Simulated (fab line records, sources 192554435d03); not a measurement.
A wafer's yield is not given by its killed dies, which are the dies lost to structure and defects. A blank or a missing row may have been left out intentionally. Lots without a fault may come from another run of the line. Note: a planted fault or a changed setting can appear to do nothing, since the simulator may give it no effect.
Matching of chambers	flow n5 finfet	N5_BEOL_M9_ETCH_66 on rie diel-04: 4 sister chambers
The step etches SOC in N2/H2, target depth 80 nm, overetch 16 nm, time 120 s. 4 wafers are shown with their chamber, then 10 later ones without.

WAFERS PAIRED WITH THEIR CHAMBERS
wafer	chamber	drypump motor current A (A)
L086.4	2	5.3
L086.5	1	6.3
L089.2	0	5.8
L089.3	3	5.6

WAFERS WHOSE CHAMBER IS MISSING
wafer	drypump motor current A (A)
L089.5	5.2
L090.2	5.7
L090.4	5.2
L090.6	5.2
L091.2	5.8
L091.5	5.3
L091.6	6.3
L088.2	6.3
L088.3	5.8
L088.6	5.8

WHICH CHAMBER EACH ONE RAN IN
wafer	from the rows above	in truth
L089.5	2	2
L090.2	can't be placed: 0 or 3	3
L090.4	2	2
L090.6	2	2
L091.2	0	0
L091.5	2	2
L091.6	1	1
L088.2	1	1
L088.3	0	0
L088.6	0	0
Correctly placed: 9 of 10. Cannot be placed on the basis of these rows: 1; the candidates contain the true chamber in 1. 0 placed wrongly.
How it was worked out, from the rows above alone: a wafer's distance from a chamber is the root of the sum, over the readings, of the square of ((its reading less the chamber's mean) divided by the reading's scatter). If the next closest chamber is less than 2 further off than the closest, the wafer can't be placed; otherwise it belongs to the closest. A chamber's mean is the mean of its shown wafers. The scatter: root of mean squared gap, hidden wafer to nearest shown wafer, with one shown wafer a chamber.
